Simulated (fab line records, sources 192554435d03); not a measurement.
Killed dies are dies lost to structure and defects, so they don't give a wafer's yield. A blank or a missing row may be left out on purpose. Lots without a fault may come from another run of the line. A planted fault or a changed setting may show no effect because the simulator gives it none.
Problem report in the 8D (eight disciplines) form, filled by code | flow n5_finfet | the parts of the form that need people (team, actions taken, sign-off) are left out

1. THE PROBLEM
etch_rf_on_time_s at N5_BEOL_M14_ETCH_67 reads a mean of 153 s on 1 wafer of 1 lot; wafers without a fault read 238 s with a standard deviation of 3.3. That is -26 standard deviations from the usual mean.
The step: etches SiARC in CF4, target depth 143 nm, time 238.3 s.
First seen on wafer L320.1, day 13 13:05, on rie_diel-06. The record holds 29 wafers of 10 lots with a number at this step. Rule for "out", or "out of limits": more than 4 standard deviations from the usual mean. The other wafers with a number count as sound.

2. WHAT IT IS AND WHAT IT IS NOT
question                    | is                | is not
which readings at this step | etch_rf_on_time_s | drypump_motor_current_A, oes_product_au, rf_vpp_V, showerhead_plenum_p_Torr, throttle_valve_pct
which lots                  | L320              | L315, L316, L317, L319, L331, L332, L336, L337, L338
which wafers of those lots  | L320.1            | L320.3
read on which tools         | rie_diel-06       | rie_diel-01, rie_diel-05
when                        | from day 13 13:05 | up to then (13 sound wafers); but 15 sound wafers of L331, L332, L336, L337, L338 came after

3. SUSPECTS, AND WHAT RULES EACH OUT
Counting: a tool at a process step up to the reading stays a suspect if it ran every lot that is out. Sound lots after the first of them don't rule it out here, since some wafers of a struck lot are sound.
- pecvd-03 at N5_BEOL_M14_ILD_DEP_00 (deposits SiO2 from TEOS/O2, target thk 1119.3 nm, time 237.4 s): kept. It ran the lot that is out, L320 (day 13 11:24); its last sound lot up to then is L319 (day 12 17:52).
- rie_diel-01 at N5_BEOL_M14_VIA_ETCH_16 (etches SiO2 in C4F8/O2/Ar, target depth 1231.3 nm): kept. It ran the lot that is out, L320 (day 13 12:17); its last sound lot up to then is L316 (day 11 23:52).
- rie_diel-06 at N5_BEOL_M14_ETCH_67 (etches SiARC in CF4, target depth 143 nm, time 238.3 s): kept. It ran the lot that is out, L320 (day 13 13:05); its last sound lot up to then is L319 (day 12 19:36). Its own readings are out on those wafers: etch_rf_on_time_s.
- Within pecvd-03 at N5_BEOL_M14_ILD_DEP_00: the wafers that are out ran in chamber 0; their sound lot-mates ran in chamber 1.
- Within rie_diel-01 at N5_BEOL_M14_VIA_ETCH_16: the wafers that are out ran in chamber 3; their sound lot-mates ran in chamber 1.
- Within rie_diel-06 at N5_BEOL_M14_ETCH_67: the wafers that are out ran in chamber 1; their sound lot-mates ran in chamber 3.
Left after counting: pecvd-03 at N5_BEOL_M14_ILD_DEP_00, rie_diel-01 at N5_BEOL_M14_VIA_ETCH_16, rie_diel-06 at N5_BEOL_M14_ETCH_67.

4. THE CAUSE (what the simulator had put in)
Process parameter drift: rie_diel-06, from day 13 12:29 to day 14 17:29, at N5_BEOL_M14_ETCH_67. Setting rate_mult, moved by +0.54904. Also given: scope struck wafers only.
Counting left 3 suspects, and this tool is among them.

5. THE CHAIN OF EFFECTS, in route order
Each row: a reading whose mean over the struck wafers that have a number lies more than 3 standard deviations from the usual. Only readings for which the record gives a usual standard deviation are gone through. hours: the time from each lot's start at the first step in this table that gives one to its start at this step, as a median over the lots. sigmas: the change in usual standard deviations.
hours | step                | reading           | usual | on struck wafers | change | sigmas
0     | N5_BEOL_M14_ETCH_67 | etch_rf_on_time_s | 238 s | 153              | -85    | -26
The process steps in it:
- N5_BEOL_M14_ETCH_67: etches SiARC in CF4, target depth 143 nm, time 238.3 s.

6. WHAT WOULD HAVE CAUGHT IT SOONER
In this record the first reading out of limits was taken at day 13 13:05, 1 hour after the fault began at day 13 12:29.
